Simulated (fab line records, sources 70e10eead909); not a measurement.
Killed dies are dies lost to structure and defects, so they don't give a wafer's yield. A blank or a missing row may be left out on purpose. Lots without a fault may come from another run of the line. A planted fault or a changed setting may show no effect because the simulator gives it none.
Which tool did it? | flow nand_harc | 11 lots, 33 wafers sampled, at 6 steps of a route of 1159

WHAT THE GAUGES READ, wafer by wafer
NHARC_A_M1_CD_MEAS_09: target cd 120 nm.
lot  | measured     | on        | cd_nm (nm)
L797 | day 18 08:05 | cd_sem-03 | 119.8 119.9 119.8
L800 | day 18 08:38 | cd_sem-01 | 119.7 119.5 119.6
L801 | day 19 10:29 | cd_sem-01 | 119.5 120.0 119.4
L802 | day 19 10:48 | cd_sem-01 | 120.2 120.6 120.0
L805 | day 20 01:37 | cd_sem-02 | 119.6 119.0 118.9
L806 | day 20 06:45 | cd_sem-03 | 119.0 118.8 120.1
L804 | day 20 07:03 | cd_sem-03 | 119.9 120.1 120.4
L809 | day 20 14:01 | cd_sem-03 | 119.9 119.6 120.1
L814 | day 22 07:53 | cd_sem-01 | 125.7 125.7 126.2
L816 | day 22 09:17 | cd_sem-02 | 124.8 124.9 125.7
L819 | day 23 18:43 | cd_sem-02 | 119.8 120.1 119.2

NHARC_A_M1_INSPECT_11.
lot  | measured     | on                | raw_defect_count
L797 | day 18 08:13 | defect_inspect-01 | 35 33 33
L800 | day 18 08:45 | defect_inspect-02 | 27 29 18
L801 | day 19 10:37 | defect_inspect-01 | 25 24 25
L802 | day 19 10:56 | defect_inspect-01 | 23 32 31
L805 | day 20 01:45 | defect_inspect-01 | 19 27 23
L806 | day 20 06:53 | defect_inspect-01 | 23 31 19
L804 | day 20 07:10 | defect_inspect-01 | 33 29 43
L809 | day 20 14:08 | defect_inspect-01 | 24 27 29
L814 | day 22 08:01 | defect_inspect-02 | 30 32 41
L816 | day 22 09:25 | defect_inspect-01 | 25 16 19
L819 | day 23 18:50 | defect_inspect-01 | 16 28 18

NHARC_END_SORT_01.
lot  | measured     | on        | defect_limited_yield (%) | killed_at_array | killed_at_other | killed_at_periphery | killed_dies | killed_open | killed_short | sort_bin_2_pct (%) | sort_bin_3_pct (%) | sort_bin_4_pct (%) | sort_n_pass | sort_rim_yield_pct (%) | sort_yield_pct (%)
L797 | day 20 05:32 | prober-02 | 95.1 94.8 95.4           | 33 35 28        | 0 0 1           | 0 0 2               | 33 35 31    | 3 5 2       | 3 1 3        | 1.5 0.6 0.7        | 0 0.44 0.44        | 3.4 4.1 3.4        | 644 642 646 | 95.3 96.2 94.3         | 95.1 94.8 95.4
L800 | day 19 21:44 | prober-02 | 95.7 95.4 97.3           | 28 29 17        | 1 0 0           | 0 2 1               | 29 31 18    | 3 4 7       | 2 3 1        | 1.6 1.6 0.6        | 0 0.15 0           | 2.7 2.8 2.1        | 648 646 659 | 98.1 98.1 98.1         | 95.7 95.4 97.3
L801 | day 21 03:27 | prober-02 | 96.0 96.5 96.3           | 25 21 25        | 0 1 0           | 2 2 0               | 27 24 25    | 5 4 1       | 4 1 1        | 1.3 1.0 1.6        | 0.15 0.15 0        | 2.5 2.4 2.1        | 650 653 652 | 91.5 97.2 97.2         | 96.0 96.5 96.3
L802 | day 21 03:25 | prober-01 | 96.2 95.6 95.9           | 24 25 25        | 1 3 1           | 1 2 2               | 26 30 28    | 3 2 1       | 1 2 1        | 1.0 1.6 1.3        | 0.15 0.30 0.15     | 2.7 2.5 2.7        | 651 647 649 | 98.1 94.3 93.4         | 96.2 95.6 95.9
L805 | day 21 13:59 | prober-02 | 97.2 95.4 96.6           | 16 27 21        | 0 0 0           | 3 4 2               | 19 31 23    | 3 4 3       | 2 3 0        | 1.0 2.1 1.3        | 0.15 0 0.15        | 1.6 2.5 1.9        | 658 646 654 | 96.2 94.3 96.2         | 97.2 95.4 96.6
L806 | day 21 21:26 | prober-01 | 97.5 96.5 97.2           | 16 22 14        | 0 0 1           | 1 2 4               | 17 24 19    | 3 1 3       | 2 2 2        | 0.9 1.3 0.6        | 0 0.30 0.15        | 1.6 1.9 2.1        | 660 653 658 | 96.2 90.6 95.3         | 97.5 96.5 97.2
L804 | day 21 21:49 | prober-02 | 94.4 94.5 94.7           | 33 30 32        | 1 0 0           | 4 7 4               | 38 37 36    | 3 4 4       | 5 1 1        | 1.9 1.3 2.1        | 0.44 0.15 0.15     | 3.2 4.0 3.1        | 639 640 641 | 97.2 96.2 88.7         | 94.4 94.5 94.7
L809 | day 22 07:11 | prober-02 | 95.7 95.3 96.2           | 25 29 25        | 1 3 0           | 3 0 1               | 29 32 26    | 3 8 4       | 5 4 0        | 1.6 1.0 1.0        | 0.44 0.15 0.44     | 2.2 3.5 2.4        | 648 645 651 | 91.5 94.3 97.2         | 95.7 95.3 96.2
L814 | day 23 22:02 | prober-02 | 95.0 94.2 94.2           | 27 32 32        | 0 0 0           | 7 7 7               | 34 39 39    | 1 8 2       | 3 3 1        | 1.3 1.6 0.7        | 0.30 0.44 0.89     | 3.4 3.7 4.1        | 643 638 638 | 92.5 95.3 91.5         | 95.0 94.2 94.2
L816 | day 23 21:58 | prober-01 | 95.6 96.5 96.3           | 28 21 23        | 0 0 0           | 2 3 2               | 30 24 25    | 1 6 4       | 3 3 1        | 1.2 0.9 1.6        | 0.15 0.15 0.15     | 3.1 2.5 1.9        | 647 653 652 | 97.2 95.3 99.1         | 95.6 96.5 96.3
L819 | day 25 05:31 | prober-02 | 97.3 95.0 97.0           | 14 29 18        | 0 3 0           | 4 2 2               | 18 34 20    | 3 2 2       | 0 3 4        | 0.7 1.0 1.0        | 0.15 0.30 0.30     | 1.8 3.7 1.6        | 659 643 657 | 99.1 96.2 96.2         | 97.3 95.0 97.0

WHICH TOOL RAN EACH LOT (tool, then ch and the chambers of the sampled wafers, then the start)
lot  | NHARC_A_M0_PRE_CLEAN_31         | NHARC_A_M1_PEB_07                 | NHARC_A_M1_STRIP_18
L797 | pecvd-01 ch 0,1, day 18 06:48   | litho_track-06 ch 0, day 18 08:00 | rie_diel-11 ch 0,3, day 18 08:39
L800 | pecvd-01 ch 0,1,2, day 18 07:13 | litho_track-01 ch 0, day 18 08:33 | rie_diel-01 ch 0,1,2, day 18 09:17
L801 | pecvd-04 ch 1,2, day 19 09:17   | litho_track-04 ch 0, day 19 10:24 | rie_diel-01 ch 0,2,3, day 19 11:04
L802 | pecvd-01 ch 0,2, day 19 09:28   | litho_track-04 ch 0, day 19 10:43 | rie_diel-11 ch 0,3, day 19 11:26
L805 | pecvd-04 ch 0,1,2, day 20 00:17 | litho_track-04 ch 0, day 20 01:32 | rie_diel-01 ch 0,2,3, day 20 02:11
L806 | pecvd-04 ch 1,2, day 20 05:34   | litho_track-01 ch 0, day 20 06:40 | rie_diel-01 ch 1,2, day 20 07:22
L804 | pecvd-01 ch 0,1,2, day 20 05:51 | litho_track-06 ch 0, day 20 06:58 | rie_diel-11 ch 0,2, day 20 07:38
L809 | pecvd-01 ch 0,1,2, day 20 12:41 | litho_track-01 ch 0, day 20 13:56 | rie_diel-11 ch 0,2,3, day 20 14:40
L814 | pecvd-01 ch 1,2, day 22 06:35   | litho_track-06 ch 0, day 22 07:49 | rie_diel-01 ch 1,2,3, day 22 08:29
L816 | pecvd-04 ch 0,1,2, day 22 07:45 | litho_track-06 ch 0, day 22 09:13 | rie_diel-01 ch 1,2,3, day 22 09:51
L819 | pecvd-01 ch 1,2, day 23 17:24   | litho_track-04 ch 0, day 23 18:38 | rie_diel-06 ch 0,2,3, day 23 19:17
- NHARC_A_M0_PRE_CLEAN_31: time 12 s.
- NHARC_A_M1_PEB_07: peb time 65 s.
- NHARC_A_M1_STRIP_18: strips in N2/H2.

WHAT THE TOOLS THEMSELVES READ (means of the sampled wafers that have a number; where no wafer has one, the mark that the record gives instead)
NHARC_A_M0_PRE_CLEAN_31.
lot  | tool     | heater_power_w (W) | susceptor_temp_C (C)
L797 | pecvd-01 | 696                | 369.95
L800 | pecvd-01 | 678                | 369.86
L801 | pecvd-04 | 566                | 369.88
L802 | pecvd-01 | 571                | 369.86
L805 | pecvd-04 | 537                | 369.73
L806 | pecvd-04 | 563                | 370.10
L804 | pecvd-01 | 643                | 369.92
L809 | pecvd-01 | 644                | 369.87
L814 | pecvd-01 | 611                | 369.93
L816 | pecvd-04 | 564                | 370.13
L819 | pecvd-01 | 662                | 369.94

NHARC_A_M1_PEB_07.
lot  | tool           | heater_power_total_W (W) | plate_temp_C (C) | resist_line_temp_C (C)
L797 | litho_track-06 | 156.3                    | 99.87            | 23.13
L800 | litho_track-01 | 156.8                    | 100.20           | 22.96
L801 | litho_track-04 | 156.3                    | 99.93            | 23.03
L802 | litho_track-04 | 157.0                    | 100.22           | 23.01
L805 | litho_track-04 | 156.7                    | 100.23           | 23.15
L806 | litho_track-01 | 157.0                    | 100.16           | 22.97
L804 | litho_track-06 | 156.1                    | 99.98            | 23.06
L809 | litho_track-01 | 157.1                    | 99.98            | 22.91
L814 | litho_track-06 | 160.2                    | 101.75           | 23.08
L816 | litho_track-06 | 160.2                    | 101.87           | 23.09
L819 | litho_track-04 | 156.4                    | 100.03           | 22.84

NHARC_A_M1_STRIP_18.
lot  | tool        | drypump_motor_current_A (A) | oes_product_au (a.u.) | rf_vpp_V (V) | showerhead_plenum_p_Torr (Torr) | throttle_valve_pct (%)
L797 | rie_diel-11 | 5.9                         | 1.006                 | 91.1         | 2.03                            | 14.175
L800 | rie_diel-01 | 5.8                         | 1.004                 | 90.1         | 1.97                            | 14.175
L801 | rie_diel-01 | 6.0                         | 0.996                 | 90.4         | 1.97                            | 14.182
L802 | rie_diel-11 | 5.8                         | 1.013                 | 90.3         | 2.03                            | 14.175
L805 | rie_diel-01 | 6.0                         | 1.001                 | 90.6         | 1.97                            | 14.174
L806 | rie_diel-01 | 5.8                         | 1.001                 | 90.2         | 1.96                            | 14.169
L804 | rie_diel-11 | 6.3                         | 1.011                 | 89.9         | 2.07                            | 14.180
L809 | rie_diel-11 | 6.1                         | 1.012                 | 91.4         | 2.06                            | 14.169
L814 | rie_diel-01 | 6.0                         | 1.001                 | 90.1         | 1.96                            | 14.166
L816 | rie_diel-01 | 6.0                         | 0.995                 | 89.9         | 1.96                            | 14.169
L819 | rie_diel-06 | 5.5                         | 1.001                 | 90.0         | 2.01                            | 14.177

THE ANSWER, worked out from the rows above alone
Rule: what is usual is taken from the lots themselves. Put in order of their means at a reading, lots are off if they are a third of the lots or fewer, leave a main group of 4 or more, and stand apart from it by a gap of 3 or more times the standard deviation of the main group's means; of several such gaps the widest counts. A main group whose means are all the same, to the digits that the tables above print for the reading, isn't used. A lot without any number at a reading at which 4 lots or more have one is off too. The other lots that the step has rows for count as sound. The gauges are gone through in route order, then the tools' own readings, and for those a lot's mean is taken as printed above. The first step at which some lot is off is used, and at that step the reading that is off furthest; a lot without a number counts as furthest.
Off: L814, L816, at NHARC_A_M1_CD_MEAS_09 (cd_nm). The main group: mean 119.7 nm, standard deviation 0.33.
A tool fits if, at a process step before that reading, it ran every lot that is off, and no sound lot after the first of them. The gauges at NHARC_A_M1_CD_MEAS_09 aren't tried: what is off there is off at NHARC_A_M1_PEB_07 too, on other tools, and a gauge's error can't cause that. One fits: litho_track-06 at NHARC_A_M1_PEB_07. Its last sound lot is L804 (day 20 06:58), its first lot that is off L814 (day 22 07:49): a fault that began between those two fits.
The tool's own readings at NHARC_A_M1_PEB_07 bear it out: on the lots that are off they differ by more than 5 times the standard deviation of the sound lots' means. heater_power_total_W reads 160.2 W there against 156.6 W on the sound lots; plate_temp_C reads 101.81 C there against 100.07 C on the sound lots.

WHAT THE SIMULATOR HAD PUT IN
Process parameter drift: litho_track-06, from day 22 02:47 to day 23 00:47, at NHARC_A_M1_PEB_07. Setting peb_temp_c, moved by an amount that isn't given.
Lots struck among those shown: L814, L816. The rule above found the same.
